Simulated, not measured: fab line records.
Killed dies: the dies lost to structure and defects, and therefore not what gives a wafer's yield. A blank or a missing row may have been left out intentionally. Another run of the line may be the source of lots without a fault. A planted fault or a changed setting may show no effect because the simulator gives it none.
fab line records	flow n5Finfet
record: lots: 10	wafers: 28	lastDay: 21
route steps=1938 shown BEOL_M3@982 BEOL_M4@1111 PASSIVATION@1936
lots untouched by any fault: they come from a run of this same line in which no faults occurred
startH: start of the lot's first displayed wafer, in hours after the record's first day	waitH: how many hours have passed since the lot's step before this one	" unchanged from the row above	L1.1+2: several wafers, shown together as one row	- value missing, or start not given	* or withheld: withheld	< > ~ a bound
route shown NAME@n: a module of which the file shows steps, and the number in the route of the first	usual: the fault-free wafers' mean and standard deviation	same: alike in all rows	chamber/n: place in a boat	sites: readings site by site	_std_site: how widely they spread, as a standard deviation	_edge_site: the outer-site mean with the inner-site mean subtracted	radiusMm: how far each site lies from the wafer's centre	mask NAME#n: copy n	behind: the last tool/chamber to shape the wafer	hold: the reason the lot was held/the length of the hold in hours/how it ended	device: the transistor (n, p or np) that didn't switch	end of line: tests of these same wafers at the route's end	a step with no rows: only its recipe	killed: count of dies lost to structure and defects at first sort (not the wafer's yield)	map: dies across one wafer; x = killed, . = not, _ = none there
set.NAME: the setting the step ran with; set.NAME@STEP: the setting that earlier step ran with	model.NAME: the simulator's own value behind a step, which no gauge read
route steps across a sampled set of lots; one table per step, one row per wafer
services: a tool's chamber out of use, with start hour (startH, from the record's first day; less than 0 if before it), hours out, and reason
== steps ==
step: N5_BEOL_M3_STRIP_97
recipe: chemistry: N2/H2	timeS: 10	powerW: 450	tempC: 40	pressureMtorr: 20	rfFrequencyHz: 6e+07	biasPowerW: 7	n2FlowSccm: 200	h2FlowSccm: 200
usual: drypumpMotorCurrentA: 5.8/0.34	n2FlowSccm: 200.0/0.51	oesProductAu: 0.83/0.071	rfVppV: 59.2/0.86	showerheadPlenumPTorr: 2.55/0.079	throttleValvePct: 23.64/0.23
lot.wafer	tool	chamber	startH	waitH	drypumpMotorCurrentA	n2FlowSccm	oesProductAu	rfHoursCounterH	rfVppV	showerheadPlenumPTorr	throttleValvePct
L547.1	rieDiel-03	2	-	-	5.9	199.8	0.85	50	59.5	2.59	23.68
L547.3	"	3	"	"	6.2	199.0	0.83	93	61.5	2.45	23.24
L547.5	"	0	"	"	6.0	200.6	0.89	-	58.2	2.48	23.70
L551.4	rieDiel-03	3	-	-	6.2	199.8	0.82	98	59.3	2.45	23.26
L551.5	"	1	"	"	5.2	200.1	0.70	-	59.2	2.61	23.48
L551.6	"	2	"	"	5.9	199.0	0.84	-	59.2	2.58	23.69
L552.1	rieDiel-01	0	-	-	5.4	201.1	0.93	15	59.3	2.49	23.59
L552.3	"	1	"	"	5.6	199.5	0.71	242	58.2	2.40	24.10
L552.4	"	3	"	"	6.1	199.3	0.90	33	59.6	2.60	23.53
L553.3	rieDiel-06	3	-	-	5.8	200.9	0.68	239	58.6	2.40	23.48
L553.4	"	1	"	"	6.3	199.9	0.93	19	59.0	2.49	23.66
L553.5	"	2	"	"	5.5	201.0	0.79	-	59.3	2.56	23.41
L554.1	rieDiel-06	2	-	-	5.5	200.0	0.81	115	61.8	2.56	23.41
L554.2	"	0	"	"	6.5	199.8	0.76	155	58.4	2.64	23.74
L554.4	"	3	"	"	5.8	200.5	0.69	241	57.9	2.40	23.49
L559.4	rieDiel-01	3	-	-	6.1	199.9	0.86	64	59.9	2.58	23.53
L559.6	"	3	"	"	6.1	199.4	0.85	-	58.8	2.58	23.56
L560.2	rieDiel-01	1	-	-	5.7	200.7	0.92	15	59.6	2.71	23.85
L560.4	"	3	"	"	6.1	201.1	0.84	66	58.9	2.58	23.55
L564.1	rieDiel-01	3	-	-	6.1	199.8	0.85	68	58.4	2.58	23.56
L564.2	"	2	"	"	5.7	200.2	0.78	107	59.0	2.56	23.97
L564.3	"	1	"	"	5.7	200.3	0.92	18	59.2	2.71	23.85
L562.1	rieDiel-01	3	-	-	6.1	198.8	0.84	69	59.2	2.58	23.57
L562.2	"	2	"	"	5.7	199.7	0.78	108	58.3	2.56	23.96
L562.3	"	1	"	"	5.6	199.5	0.92	18	59.0	2.71	23.88
L568.4	rieDiel-01	2	-	-	5.7	199.9	0.78	109	59.8	2.56	23.97
L568.5	"	0	"	"	5.4	199.8	0.86	-	59.1	2.48	23.63
L568.6	"	1	"	"	5.6	199.0	0.91	-	59.3	2.71	23.86
step: N5_BEOL_M3_CD_MEAS_35
recipe: targetCdNm: 18	targetCdYNm: 21	polarity: opening
usual: cdNm: 18.03/0.3
lot.wafer	tool	chamber	startH	waitH	cdNm
L547.1	cdSem-03	-	175.84	0.0	18.04
L547.3	"	-	"	"	18.06
L547.5	"	-	"	"	17.74
L551.4	cdSem-02	-	192.48	0.0	18.15
L551.5	"	-	"	"	18.27
L551.6	"	-	"	"	18.44
L552.1	cdSem-03	-	195.69	0.0	17.97
L552.3	"	-	"	"	18.22
L552.4	"	-	"	"	17.45
L553.3	cdSem-03	-	203.06	0.0	18.44
L553.4	"	-	"	"	18.22
L553.5	"	-	"	"	18.13
L554.1	cdSem-03	-	213.52	0.0	17.98
L554.2	"	-	"	"	17.82
L554.4	"	-	"	"	18.03
L559.4	cdSem-03	-	303.48	0.0	18.11
L559.6	"	-	"	"	17.89
L560.2	cdSem-01	-	313.94	0.0	18.02
L560.4	"	-	"	"	17.92
L564.1	cdSem-01	-	326.08	0.0	18.35
L564.2	"	-	"	"	17.98
L564.3	"	-	"	"	18.32
L562.1	cdSem-03	-	330.87	0.0	17.96
L562.2	"	-	"	"	17.33
L562.3	"	-	"	"	18.08
L568.4	cdSem-02	-	335.29	0.0	18.03
L568.5	"	-	"	"	17.78
L568.6	"	-	"	"	18.13
step: N5_BEOL_M3_CVD_47
recipe: material: Co	targetThkA: 30	tempC: withheld	precursor: CCTBA/H2	pressureTorr: 30	timeS: 223.8
usual: runLengthS: 246.8/0.4
lot.wafer	tool	chamber	startH	waitH	runLengthS
L547.1	cvdCo-02	0	176.56	0.3	246.7
L547.3	"	2	"	"	247.1
L547.5	"	0	"	"	247.0
L551.4	cvdCo-01	0	193.25	0.2	246.7
L551.5	"	2	"	"	246.7
L551.6	"	1	"	"	246.9
L552.1	cvdCo-01	2	196.99	0.1	246.6
L552.3	"	0	"	"	246.6
L552.4	"	2	"	"	246.4
L553.3	cvdCo-02	0	204.32	0.0	246.6
L553.4	"	0	"	"	247.2
L553.5	"	1	"	"	246.2
L554.1	cvdCo-01	0	214.03	0.0	246.7
L554.2	"	1	"	"	248.1
L554.4	"	0	"	"	246.6
L559.4	cvdCo-02	0	304.27	0.3	137.5
L559.6	"	1	"	"	246.0
L560.2	cvdCo-02	2	314.63	0.0	247.3
L560.4	"	0	"	"	137.6
L564.1	cvdCo-01	1	327.09	0.1	247.3
L564.2	"	0	"	"	246.7
L564.3	"	2	"	"	246.5
L562.1	cvdCo-01	1	331.81	0.1	247.3
L562.2	"	0	"	"	246.6
L562.3	"	2	"	"	246.3
L568.4	cvdCo-01	2	336.27	0.1	246.7
L568.5	"	2	"	"	247.0
L568.6	"	0	"	"	246.5
step: N5_BEOL_M3_SPUTTER_79
recipe: material: Cu	targetThkA: 45	tempC: -20	chamberPressurePa: 0.07	powerW: withheld	timeS: 8.29
usual: chuckGasFlowSccm: 1.27/0.061	substrateTempC: -19.99/0.11	throttleValvePct: 29.5/0.97
lot.wafer	tool	chamber	startH	waitH	chuckGasFlowSccm	substrateTempC	throttleValvePct
L547.1	pvdSputter-02	-	178.06	0.1	1.27	-19.97	28.9
L547.3	"	-	"	"	1.35	-20.09	28.5
L547.5	"	-	"	"	1.31	-20.01	28.9
L551.4	pvdSputter-01	-	193.65	0.1	1.27	-19.64	29.2
L551.5	"	-	"	"	1.27	-19.77	30.0
L551.6	"	-	"	"	1.29	-19.96	28.3
L552.1	pvdSputter-01	-	197.37	0.1	1.34	-20.05	29.5
L552.3	"	-	"	"	1.23	-19.87	31.6
L552.4	"	-	"	"	1.25	-20.07	28.4
L553.3	pvdSputter-02	-	204.78	0.1	1.26	-19.98	30.2
L553.4	"	-	"	"	1.18	-19.98	28.7
L553.5	"	-	"	"	1.27	-19.96	28.7
L554.1	pvdSputter-02	-	214.41	0.1	1.22	-20.15	28.5
L554.2	"	-	"	"	1.33	-19.90	30.9
L554.4	"	-	"	"	1.30	-20.09	30.2
L559.4	pvdSputter-01	-	306.01	0.1	1.29	-19.93	29.6
L559.6	"	-	"	"	1.21	-19.89	31.3
L560.2	pvdSputter-01	-	315.17	0.1	1.28	-20.09	28.4
L560.4	"	-	"	"	1.29	-20.05	29.4
L564.1	pvdSputter-02	-	327.50	0.1	1.23	-20.19	28.7
L564.2	"	-	"	"	1.17	-19.92	30.2
L564.3	"	-	"	"	1.32	-20.11	28.4
L562.1	pvdSputter-01	-	332.26	0.1	1.25	-19.89	29.5
L562.2	"	-	"	"	1.27	-20.17	30.1
L562.3	"	-	"	"	1.29	-19.85	28.7
L568.4	pvdSputter-02	-	337.72	0.0	1.35	-19.83	28.7
L568.5	"	-	"	"	1.31	-19.99	30.0
L568.6	"	-	"	"	1.18	-20.20	28.5
step: N5_BEOL_M4_RC_MEAS_101
usual: DIBL_N: 36.3/1.1	DIBL_P: 36.3/1.4	IOFF_N: 0.155/0.019	IOFF_P: 0.211/0.027	ION_N: 672/8.5	ION_P: 462/5.8	SS_N: 71.5/0.56	SS_P: 73.3/0.52	VT_N: 249.9/2.5	VT_P: -249.8/2.8
lot.wafer	tool	chamber	startH	waitH	DIBL_N[mV/V]	DIBL_P[mV/V]	IOFF_N[nA/um]	IOFF_P[nA/um]	ION_N[uA/um]	ION_P[uA/um]	SS_N[mV/dec]	SS_P[mV/dec]	VT_N[mV]	VT_P[mV]
L547.1	prober-01	0	196.11	0.0	39.0	37.5	0.173	0.234	668	458	72.5	74.6	250.1	-247.6
L547.3	"	0	"	"	36.3	36.0	0.139	0.203	675	463	70.9	73.4	250.3	-250.4
L547.5	"	0	"	"	36.8	35.1	0.135	0.192	670	453	72.2	73.6	253.8	-255.3
L551.4	prober-01	0	238.37	0.5	37.2	37.1	0.172	0.244	676	472	71.9	73.9	248.4	-244.4
L551.5	"	0	"	"	36.5	36.6	0.161	0.243	672	467	71.8	73.0	247.0	-247.3
L551.6	"	0	"	"	35.9	35.2	0.140	0.227	669	469	71.0	72.7	252.1	-248.4
L552.1	prober-01	0	250.22	0.0	36.3	36.4	0.166	0.199	684	462	71.2	73.6	248.7	-252.6
L552.3	"	0	"	"	34.8	33.7	0.135	0.167	677	463	71.3	72.6	252.9	-251.8
L552.4	"	0	"	"	36.3	35.6	0.171	0.199	691	465	71.8	73.6	248.2	-250.2
L553.3	prober-01	0	257.20	0.3	38.0	36.8	0.165	0.207	667	454	71.7	73.4	248.1	-253.2
L553.4	"	0	"	"	37.0	36.1	0.151	0.196	676	456	70.8	72.4	249.1	-252.9
L553.5	"	0	"	"	37.8	36.5	0.166	0.200	680	455	71.3	73.5	249.3	-253.1
L554.1	prober-02	0	289.57	0.0	36.7	37.0	0.177	0.217	689	466	71.6	74.0	250.4	-248.3
L554.2	"	0	"	"	37.7	37.7	0.182	0.223	677	459	72.3	73.2	245.9	-247.1
L554.4	"	0	"	"	36.1	34.9	0.156	0.183	670	456	71.0	73.2	249.7	-251.6
L559.4	prober-01	0	335.93	0.5	35.5	33.9	0.141	0.182	662	455	71.2	73.4	252.6	-252.8
L559.6	"	0	"	"	35.3	34.6	0.146	0.197	665	458	70.7	73.1	248.0	-250.7
L560.2	prober-01	0	346.64	0.2	36.8	37.0	0.144	0.238	663	460	72.3	73.7	251.8	-247.6
L560.4	"	0	"	"	34.9	35.0	0.116	0.204	650	455	71.6	72.6	257.1	-250.4
L568.4	prober-01	0	368.66	0.5	34.9	37.6	0.168	0.241	668	470	70.4	73.3	247.3	-247.3
L568.5	"	0	"	"	34.3	36.8	0.150	0.235	673	472	71.7	73.1	249.5	-244.4
L568.6	"	0	"	"	34.9	36.6	0.157	0.232	665	465	71.8	72.6	251.7	-248.7
L564.1	prober-01	0	376.28	0.0	36.3	36.6	0.168	0.226	687	470	71.9	73.7	247.1	-248.9
L564.2	"	0	"	"	36.7	36.6	0.178	0.231	688	471	71.6	74.1	243.7	-246.9
L564.3	"	0	"	"	35.7	35.8	0.158	0.221	690	471	71.9	73.8	247.6	-246.9
L562.1	prober-01	0	391.32	0.0	35.9	36.9	0.156	0.221	670	460	70.8	73.5	250.6	-248.0
L562.2	"	0	"	"	34.9	36.0	0.146	0.203	679	467	71.2	73.0	247.6	-249.4
L562.3	"	0	"	"	35.3	36.3	0.161	0.217	665	463	71.5	72.8	248.6	-246.2
step: N5_PASSIVATION_PROBE_49
usual: defectLimitedYield: 91.4/1.2	killed_at_M0_to_M3: 34/10	killed_at_M4_up: 14/5.1	killedAtContacts: 12/6.4	killedAtFrontEnd: 38/9.3	killedAtOther: 4/3	killedDies: 102/15	killedOpen: 67/12	killedShort: 33/6.9	sort_bin_5_function: 5.0/0.86	sort_bin_6_memory: 3.2/0.58	sort_bin_8_speed: 0.00/0.0099	sortNPass: 1078/15	sortYieldPct: 91.4/1.2
same: grossDies: 1180	killedAtBackSide: 0	sort_bin_4_leakage[%]: 0
lot.wafer	tool	chamber	startH	waitH	defectLimitedYield[%]	killed_at_M0_to_M3	killed_at_M4_up	killedAtContacts	killedAtFrontEnd	killedAtOther	killedDies	killedOpen	killedShort	sort_bin_5_function[%]	sort_bin_6_memory[%]	sort_bin_8_speed[%]	sortNPass	sortYieldPct[%]
L547.1	prober-01	-	292.86	0.0	92.3	35	10	9	37	0	91	65	25	4.5	3.1	0	1089	92.3
L547.3	prober-01	-	292.96	0.1	90.0	57	15	8	38	0	118	83	34	5.9	3.7	0	1062	90.0
L547.5	prober-01	-	293.06	0.2	90.8	48	14	21	23	2	108	77	30	4.9	3.8	0	1072	90.8
L551.4	prober-02	-	337.33	0.2	92.5	30	10	15	31	2	88	53	31	4.2	2.9	0	1092	92.5
L551.5	prober-02	-	337.38	0.2	90.9	37	15	21	31	3	107	81	25	5.3	3.6	0	1073	90.9
L551.6	prober-02	-	337.43	0.3	91.3	25	17	19	38	4	103	69	29	5.8	2.8	0	1077	91.3
L552.1	prober-02	-	349.05	0.0	90.7	48	16	14	28	4	110	72	34	5.4	3.3	0	1070	90.7
L552.3	prober-02	-	349.15	0.1	91.9	31	10	14	37	3	95	60	32	4.6	3.2	0	1085	91.9
L552.4	prober-02	-	349.20	0.2	92.5	33	12	7	36	1	89	59	30	4.5	2.9	0	1091	92.5
L553.3	prober-01	-	358.41	0.1	90.0	40	17	13	43	5	118	69	49	5.3	4.3	0	1062	90.0
L553.4	prober-01	-	358.46	0.2	93.6	32	10	6	25	3	76	43	32	3.5	2.5	0	1104	93.6
L553.5	prober-01	-	358.51	0.2	91.0	48	13	19	26	0	106	65	39	5.8	3.1	0	1074	91.0
L554.1	prober-01	-	388.53	0.0	91.6	29	13	21	32	4	99	71	27	5.3	2.8	0	1081	91.6
L554.2	prober-01	-	388.58	0.1	92.3	28	9	21	30	3	91	63	25	4.8	2.8	0	1089	92.3
L554.4	prober-01	-	388.68	0.2	90.8	38	7	31	30	2	108	75	32	4.7	4.1	0	1072	90.8
L559.4	prober-01	-	438.61	0.2	90.7	25	20	12	43	10	110	61	46	5.5	3.6	0	1070	90.7
L559.6	prober-01	-	438.71	0.3	92.8	23	5	13	37	7	85	47	36	4.3	2.8	0	1095	92.8
L560.2	prober-02	-	468.38	0.8	89.3	43	9	14	57	3	126	89	35	5.8	4.5	0	1054	89.3
L560.4	prober-02	-	468.48	0.9	88.6	37	19	24	51	3	134	88	42	6.4	4.6	0.08	1045	88.6
L568.4	prober-01	-	475.71	0.2	92.5	30	11	18	25	5	89	51	37	4.1	3.1	0	1091	92.5
L568.5	prober-01	-	475.76	0.2	91.4	27	16	16	41	1	101	62	38	5.2	3.1	0	1079	91.4
L568.6	prober-01	-	475.81	0.3	91.0	27	12	19	44	4	106	68	36	4.8	3.7	0	1074	91.0
L564.1	prober-01	-	485.54	0.0	90.9	36	19	7	39	6	107	72	27	5.4	3.2	0	1073	90.9
L564.2	prober-01	-	485.59	0.1	91.9	23	20	18	34	1	96	74	21	4.9	3.0	0	1084	91.9
L564.3	prober-01	-	485.64	0.1	93.1	19	16	2	44	1	82	52	29	3.7	2.8	0	1098	93.1
L562.1	prober-01	-	505.24	0.0	92.9	18	12	7	43	4	84	53	28	3.6	3.0	0	1096	92.9
L562.2	prober-01	-	505.29	0.1	91.5	40	19	3	33	5	100	69	30	5.1	3.1	0	1080	91.5
L562.3	prober-01	-	505.34	0.1	90.9	42	23	4	37	1	107	70	37	6.4	2.5	0	1073	90.9
killed by level:class
L547.1 STI_FIN_REVEAL:geometricParticle:open=17 MOL_CONTACT_COAG:geometricParticle:open=8 BEOL_M4:geometricParticle:open=7 BEOL_M0_SAQP:geometricParticle:short=6 BEOL_M2:geometricParticle:open=6 BEOL_M1:geometricParticle:open=5 BEOL_M3:geometricParticle:open=4 ILD0:geometricParticle:short=4
L547.3 BEOL_M0_SAQP:geometricParticle:open=11 BEOL_M2:geometricParticle:open=11 STI_FIN_REVEAL:geometricParticle:open=10 FIN_SAQP:geometricParticle:open=9 BEOL_M3:geometricParticle:open=8 BEOL_M0_SAQP:geometricParticle:short=7 BEOL_M1:geometricParticle:open=7 MOL_CONTACT_COAG:geometricParticle:open=6
L547.5 MOL_CONTACT_COAG:geometricParticle:open=17 BEOL_M2:geometricParticle:open=10 BEOL_M3:geometricParticle:open=10 FIN_SAQP:geometricParticle:open=7 BEOL_M1:geometricParticle:open=5 BEOL_M3:geometricParticle:short=5 BEOL_M4:geometricParticle:open=5 BEOL_M0_SAQP:geometricParticle:open=4
L551.4 MOL_CONTACT_COAG:geometricParticle:open=8 BEOL_M0_SAQP:geometricParticle:short=8 GATE_CUT:geometricParticle:short=7 BEOL_M2:geometricParticle:open=6 FIN_SAQP:geometricParticle:open=5 GATE_CUT:geometricParticle:open=5 MOL_CONTACT_COAG:geometricParticle:short=5 BEOL_M3:geometricParticle:open=5
L551.5 MOL_CONTACT_COAG:geometricParticle:open=16 BEOL_M3:geometricParticle:open=9 BEOL_M1:geometricParticle:open=8 GATE_CUT:geometricParticle:short=7 BEOL_M0_SAQP:geometricParticle:open=7 BEOL_M2:geometricParticle:open=6 FIN_SAQP:geometricParticle:open=5 STI_FIN_REVEAL:geometricParticle:open=5
L551.6 STI_FIN_REVEAL:geometricParticle:open=15 MOL_CONTACT_COAG:geometricParticle:open=11 FIN_SAQP:geometricParticle:open=9 MOL_CONTACT_COAG:geometricParticle:short=7 BEOL_M3:geometricParticle:open=6 BEOL_M0_SAQP:geometricParticle:open=5 FIN_SAQP:geometricParticle:short=4 BEOL_M2:geometricParticle:open=4
L552.1 BEOL_M2:geometricParticle:open=20 MOL_CONTACT_COAG:geometricParticle:open=13 BEOL_M4:geometricParticle:open=10 FIN_SAQP:geometricParticle:short=9 BEOL_M0_SAQP:geometricParticle:short=8 BEOL_M3:geometricParticle:open=6 BEOL_M2:geometricParticle:short=5 DUMMY_GATE:geometricParticle:open=4
L552.3 MOL_CONTACT_COAG:geometricParticle:open=11 BEOL_M3:geometricParticle:open=9 STI_FIN_REVEAL:geometricParticle:open=7 GATE_CUT:geometricParticle:short=5 BEOL_M2:geometricParticle:open=5 DUMMY_GATE:geometricParticle:open=4 BEOL_M0_SAQP:geometricParticle:short=4 BEOL_M3:geometricParticle:short=4
L552.4 DUMMY_GATE:geometricParticle:open=8 FIN_SAQP:geometricParticle:short=7 BEOL_M2:geometricParticle:open=7 ILD0:geometricParticle:short=6 BEOL_M3:geometricParticle:open=6 BEOL_M0_SAQP:geometricParticle:open=6 STI_FIN_REVEAL:geometricParticle:open=5 MOL_CONTACT_COAG:geometricParticle:open=5
L553.3 BEOL_M0_SAQP:geometricParticle:short=10 STI_FIN_REVEAL:geometricParticle:open=10 MOL_CONTACT_COAG:geometricParticle:open=8 ILD0:geometricParticle:short=7 DUMMY_GATE:geometricParticle:open=6 BEOL_M2:geometricParticle:open=6 FIN_SAQP:geometricParticle:short=5 FIN_SAQP:geometricParticle:open=5
L553.4 BEOL_M0_SAQP:geometricParticle:short=8 BEOL_M0_SAQP:geometricParticle:open=8 MOL_CONTACT_COAG:geometricParticle:open=6 FIN_SAQP:geometricParticle:open=5 BEOL_M3:geometricParticle:short=5 BEOL_M3:geometricParticle:open=5 BEOL_M4:geometricParticle:open=4 FIN_SAQP:geometricParticle:short=3
L553.5 MOL_CONTACT_COAG:geometricParticle:open=16 BEOL_M0_SAQP:geometricParticle:short=16 BEOL_M0_SAQP:geometricParticle:open=15 BEOL_M4:geometricParticle:open=7 FIN_SAQP:geometricParticle:short=6 FIN_SAQP:geometricParticle:open=4 BEOL_M2:geometricParticle:open=4 BEOL_M3:geometricParticle:open=4
L554.1 MOL_CONTACT_COAG:geometricParticle:open=17 FIN_SAQP:geometricParticle:open=11 BEOL_M0_SAQP:geometricParticle:open=11 BEOL_M0_SAQP:geometricParticle:short=7 BEOL_M4:geometricParticle:open=7 STARTING-WAFER:geometricParticle:open=7 GATE_CUT:geometricParticle:short=6 BEOL_M1:geometricParticle:open=5
L554.2 MOL_CONTACT_COAG:geometricParticle:open=16 BEOL_M1:geometricParticle:open=7 BEOL_M2:geometricParticle:open=7 DUMMY_GATE:geometricParticle:open=6 BEOL_M0_SAQP:geometricParticle:short=5 STI_FIN_REVEAL:geometricParticle:open=5 GATE_CUT:geometricParticle:short=5 MOL_CONTACT_COAG:geometricParticle:short=5
L554.4 MOL_CONTACT_COAG:geometricParticle:open=26 BEOL_M0_SAQP:geometricParticle:short=11 BEOL_M0_SAQP:geometricParticle:open=10 BEOL_M2:geometricParticle:open=8 GATE_CUT:geometricParticle:open=6 STI_FIN_REVEAL:geometricParticle:open=5 MOL_CONTACT_COAG:geometricParticle:short=5 FIN_SAQP:geometricParticle:short=4
L559.4 FIN_SAQP:geometricParticle:short=12 MOL_CONTACT_COAG:geometricParticle:open=8 BEOL_M1:geometricParticle:open=8 FIN_SAQP:geometricParticle:open=7 BEOL_M5:geometricParticle:open=5 STARTING-WAFER:geometricParticle:short=5 BEOL_M4:geometricParticle:open=4 MOL_CONTACT_COAG:geometricParticle:short=4
L559.6 STI_FIN_REVEAL:geometricParticle:open=8 MOL_CONTACT_COAG:geometricParticle:open=8 BEOL_M1:geometricParticle:open=6 FIN_SAQP:geometricParticle:short=5 DUMMY_GATE:geometricParticle:open=5 MOL_CONTACT_COAG:geometricParticle:short=5 BEOL_M0_SAQP:geometricParticle:short=5 STARTING-WAFER:geometricParticle:short=5
L560.2 FIN_SAQP:geometricParticle:open=18 MOL_CONTACT_COAG:geometricParticle:open=12 BEOL_M0_SAQP:geometricParticle:short=10 FIN_SAQP:geometricParticle:short=10 DUMMY_GATE:geometricParticle:open=10 BEOL_M0_SAQP:geometricParticle:open=10 BEOL_M2:geometricParticle:open=10 STI_FIN_REVEAL:geometricParticle:open=5
L560.4 MOL_CONTACT_COAG:geometricParticle:open=21 FIN_SAQP:geometricParticle:open=17 BEOL_M2:geometricParticle:open=12 FIN_SAQP:geometricParticle:short=8 BEOL_M0_SAQP:geometricParticle:open=8 STARTING-WAFER:geometricParticle:short=6 DUMMY_GATE:geometricParticle:open=5 DUMMY_GATE:geometricParticle:short=4
L568.4 MOL_CONTACT_COAG:geometricParticle:open=13 BEOL_M0_SAQP:geometricParticle:short=8 BEOL_M4:geometricParticle:open=8 GATE_CUT:geometricParticle:short=7 BEOL_M1:geometricParticle:open=7 BEOL_M3:geometricParticle:open=7 FIN_SAQP:geometricParticle:short=5 MOL_CONTACT_COAG:geometricParticle:short=5
L568.5 MOL_CONTACT_COAG:geometricParticle:open=13 FIN_SAQP:geometricParticle:short=8 STI_FIN_REVEAL:geometricParticle:open=8 BEOL_M0_SAQP:geometricParticle:open=8 BEOL_M4:geometricParticle:open=8 GATE_CUT:geometricParticle:short=6 BEOL_M0_SAQP:geometricParticle:short=6 STARTING-WAFER:geometricParticle:open=5
L568.6 MOL_CONTACT_COAG:geometricParticle:open=16 FIN_SAQP:geometricParticle:open=10 GATE_CUT:geometricParticle:short=10 BEOL_M1:geometricParticle:open=6 FIN_SAQP:geometricParticle:short=5 STI_FIN_REVEAL:geometricParticle:open=5 BEOL_M2:geometricParticle:open=5 BEOL_M3:geometricParticle:open=5
L564.1 BEOL_M4:geometricParticle:open=10 DUMMY_GATE:geometricParticle:open=9 MOL_CONTACT_COAG:geometricParticle:open=7 BEOL_M3:geometricParticle:open=7 BEOL_M0_SAQP:geometricParticle:short=6 DUMMY_GATE:geometricParticle:short=5 GATE_CUT:geometricParticle:short=5 BEOL_M0_SAQP:geometricParticle:open=5
L564.2 MOL_CONTACT_COAG:geometricParticle:open=16 BEOL_M0_SAQP:geometricParticle:open=9 BEOL_M4:geometricParticle:open=9 BEOL_M2:geometricParticle:open=8 FIN_SAQP:geometricParticle:open=5 GATE_CUT:geometricParticle:open=5 STI_FIN_REVEAL:geometricParticle:open=5 FIN_SAQP:geometricParticle:short=4
L564.3 STI_FIN_REVEAL:geometricParticle:open=8 DUMMY_GATE:geometricParticle:open=8 BEOL_M4:geometricParticle:open=8 FIN_SAQP:geometricParticle:short=4 GATE_CUT:geometricParticle:open=4 GATE_CUT:geometricParticle:short=4 BEOL_M0_SAQP:geometricParticle:open=4 BEOL_M0_SAQP:geometricParticle:short=4
L562.1 FIN_SAQP:geometricParticle:open=10 DUMMY_GATE:geometricParticle:open=5 MOL_CONTACT_COAG:geometricParticle:open=5 FIN_SAQP:geometricParticle:short=4 DUMMY_GATE:geometricParticle:short=4 BEOL_M0_SAQP:geometricParticle:short=4 STI_FIN_REVEAL:geometricParticle:open=3 BEOL_M0_SAQP:geometricParticle:open=3
L562.2 BEOL_M2:geometricParticle:open=9 BEOL_M0_SAQP:geometricParticle:open=8 BEOL_M0_SAQP:geometricParticle:short=8 STI_FIN_REVEAL:geometricParticle:open=7 DUMMY_GATE:geometricParticle:open=7 BEOL_M4:geometricParticle:open=7 BEOL_M1:geometricParticle:open=4 BEOL_M3:geometricParticle:open=4
L562.3 BEOL_M4:geometricParticle:open=11 BEOL_M0_SAQP:geometricParticle:short=10 BEOL_M0_SAQP:geometricParticle:open=9 BEOL_M2:geometricParticle:open=9 DUMMY_GATE:geometricParticle:open=8 STI_FIN_REVEAL:geometricParticle:open=7 STARTING-WAFER:geometricParticle:short=6 BEOL_M1:geometricParticle:open=5
== services ==
tool	chamber	startH	hours	kind
rieDiel-01	2	154.65	6.9	repair
cvdCo-01	-	159.65	2.8	pm
pvdSputter-02	-	163.68	5.1	repair
cvdCo-01	-	167.18	8.9	repair
rieDiel-01	0	189.86	5.1	repair
rieDiel-01	2	208.89	1.8	repair
cvdCo-02	2	218.39	6.0	repair
rieDiel-01	-	225.35	2.8	pm
rieDiel-01	1	228.66	-	clean
rieDiel-01	1	228.66	-	consumableReplace:focusRing
rieDiel-01	1	228.66	-	consumableReplace:showerhead
rieDiel-01	1	228.66	18.6	scheduledDown
rieDiel-01	1	228.66	18.6	ventCycle
cvdCo-02	2	254.09	5.8	repair
rieDiel-01	2	254.21	11.8	repair
cvdCo-02	-	264.61	6.9	pm
rieDiel-06	3	270.58	2.7	repair
rieDiel-03	1	291.71	-	clean
rieDiel-03	1	291.71	-	consumableReplace:focusRing
rieDiel-03	1	291.71	26.1	scheduledDown
rieDiel-01	0	323.77	1.3	repair
cvdCo-01	1	333.33	-	clean
cvdCo-01	1	333.33	22.0	scheduledDown
cvdCo-01	1	333.33	22.0	ventCycle
== key ==
firstSign: step: N5_BEOL_M3_CVD_47	reading: runLengthS	direction: down	sigmas: 99+	usual: *	struck: *
effect none on later readings
metAt N5_BEOL_M3_CVD_47
struckLots L559,L560
struckWafers L559.4,L560.4
notActingAt N5_BEOL_M3_STRIP_97,N5_BEOL_M3_CD_MEAS_35,N5_BEOL_M3_SPUTTER_79
onsetBetween 204.32 304.27
fault: kind: processParameterDrift	tool: cvdCo-02	chamber: -	onsetH: 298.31	steps: N5_BEOL_M3_CVD_47	channel: timeS	offset: *	shape: step	endH: 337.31	scope: struckWafersOnly	actsIn: *	stated: *
